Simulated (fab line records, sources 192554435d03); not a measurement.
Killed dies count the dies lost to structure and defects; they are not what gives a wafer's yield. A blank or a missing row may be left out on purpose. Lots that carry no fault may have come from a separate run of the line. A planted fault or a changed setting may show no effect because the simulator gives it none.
Matching of chambers :: flow n5Finfet :: N5_BEOL_M10_STRIP_67 on rieDiel-05: 4 sister chambers
The step strips in CF4. 8 wafers are shown with their chamber, then 9 later ones without.

== WAFERS PAIRED WITH THEIR CHAMBERS ==
wafer: L079.2
chamber: 3
drypumpMotorCurrentA (A): 5.85
throttleValvePct (%): 13.41

wafer: L080.1
chamber: 3
drypumpMotorCurrentA (A): 5.83
throttleValvePct (%): 13.45

wafer: L080.2
chamber: 0
drypumpMotorCurrentA (A): 5.57
throttleValvePct (%): 13.43

wafer: L083.3
chamber: 2
drypumpMotorCurrentA (A): 6.12
throttleValvePct (%): 13.71

wafer: L083.5
chamber: 0
drypumpMotorCurrentA (A): 5.58
throttleValvePct (%): 13.41

wafer: L085.2
chamber: 2
drypumpMotorCurrentA (A): 6.15
throttleValvePct (%): 13.71

wafer: L085.3
chamber: 1
drypumpMotorCurrentA (A): 5.79
throttleValvePct (%): 13.14

wafer: L085.6
chamber: 1
drypumpMotorCurrentA (A): 5.80
throttleValvePct (%): 13.15

== WAFERS WHOSE CHAMBER IS MISSING ==
wafer: L086.2
drypumpMotorCurrentA (A): 6.17
throttleValvePct (%): 13.71

wafer: L086.3
drypumpMotorCurrentA (A): 5.89
throttleValvePct (%): 13.45

wafer: L086.4
drypumpMotorCurrentA (A): 5.78
throttleValvePct (%): 13.16

wafer: L097.1
drypumpMotorCurrentA (A): 5.56
throttleValvePct (%): 13.48

wafer: L097.5
drypumpMotorCurrentA (A): 6.15
throttleValvePct (%): 13.78

wafer: L097.6
drypumpMotorCurrentA (A): 5.92
throttleValvePct (%): 13.52

wafer: L095.1
drypumpMotorCurrentA (A): 5.55
throttleValvePct (%): 13.48

wafer: L095.4
drypumpMotorCurrentA (A): 6.13
throttleValvePct (%): 13.79

wafer: L095.5
drypumpMotorCurrentA (A): 6.15
throttleValvePct (%): 13.78

== THE CHAMBER EACH PASSED THROUGH ==
wafer: L086.2
from the rows above: 2
in truth: 2

wafer: L086.3
from the rows above: 3
in truth: 3

wafer: L086.4
from the rows above: 1
in truth: 1

wafer: L097.1
from the rows above: 0
in truth: 0

wafer: L097.5
from the rows above: 2
in truth: 2

wafer: L097.6
from the rows above: 3
in truth: 3

wafer: L095.1
from the rows above: 0
in truth: 0

wafer: L095.4
from the rows above: 2
in truth: 2

wafer: L095.5
from the rows above: 2
in truth: 2
Correct placement for 9 of the 9. From these rows, 0 cannot be placed. Placed wrongly: 0.
How it was worked out, from the rows above alone: a wafer's distance from a chamber is the root of the sum, over the readings, of the square of ((its reading less the chamber's mean) divided by the reading's scatter). The wafer belongs to the nearest chamber; if the next one is less than 2 further off, it can't be placed. A chamber's mean is the mean of its shown wafers. The scatter: take each reading less its chamber's mean, square it, sum over the shown wafers, divide by the number of wafers less the number of chambers, and take the root.
